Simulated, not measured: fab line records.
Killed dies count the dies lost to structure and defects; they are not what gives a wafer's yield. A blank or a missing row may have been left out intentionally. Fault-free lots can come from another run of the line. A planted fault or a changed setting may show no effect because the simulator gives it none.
2 desks looking at one fault	flow n5Finfet	only its own numbers are on each desk; what lay behind them is given at the end

THE TOOL OWNER'S DESK: rieDiel-05
The tool's own readings at N5_BEOL_M10_ETCH_41 (etches SiCN in CH3F/O2, target depth 42.6 nm, time 86 s): means of the sampled wafers that have a number, for each lot that ran on this tool. A lot is out of limits, marked OUT, if its mean lies more than 4 standard deviations from the usual mean; the brackets give that distance.
Columns: A = chamberPressureMTorr at N5_BEOL_M10_ETCH_41, usual 29.999 mTorr; B = drypumpMotorCurrentA at N5_BEOL_M10_ETCH_41, usual 5.7 A; C = oesProductAu at N5_BEOL_M10_ETCH_41, usual 0.83 a.u.; D = rfFwdPowerW at N5_BEOL_M10_ETCH_41, usual 392.1 W; E = rfVppV at N5_BEOL_M10_ETCH_41, usual 297.5 V; F = showerheadPlenumPTorr at N5_BEOL_M10_ETCH_41, usual 2.01 Torr; G = throttleValvePct at N5_BEOL_M10_ETCH_41, usual 16.26 %
lot	first seen here	A	B	C	D	E	F	G
L670	day 11 04:35	30.011	6.0	0.88	393.0	297.2	1.97	16.27
L672	day 11 22:52	30.000	5.9	0.83	392.2	297.9	2.00	16.20
L680	day 13 20:59	29.981	5.8	0.65	393.0	296.0	1.95	16.27
L678	day 13 21:27	30.026	6.0	0.68	392.5	297.0	1.96	16.27
Finding of this desk: none of the 4 lots has anything out of limits.

THE DEFECT DESK
Lot by lot, what the route's inspections counted, given as the mean of those sampled wafers with a number. A lot is out of limits, marked OUT, if its mean lies more than 4 standard deviations from the usual mean; the brackets give that distance.
Columns: A = rawDefectCount at N5_BEOL_M10_INSPECT_13, usual 413
lot	first seen here	A
L669	day 10 20:10	368
L668	day 11 01:20	398
L670	day 11 01:28	393
L672	day 11 19:13	350
L674	day 11 23:25	483
L680	day 13 18:15	333
L678	day 13 18:25	445
L685	day 14 07:55	375
L684	day 14 13:41	454
L687	day 14 20:28	432
L688	day 15 19:38	431
L689	day 16 02:43	372
L691	day 16 06:26	369
Finding of this desk: none of the 13 lots has anything out of limits.

TAKEN TOGETHER
Nothing out of limits was seen by the tool owner's desk.
No out-of-limits result turned up at the defect desk.

WHAT THE SIMULATOR HAD PUT IN
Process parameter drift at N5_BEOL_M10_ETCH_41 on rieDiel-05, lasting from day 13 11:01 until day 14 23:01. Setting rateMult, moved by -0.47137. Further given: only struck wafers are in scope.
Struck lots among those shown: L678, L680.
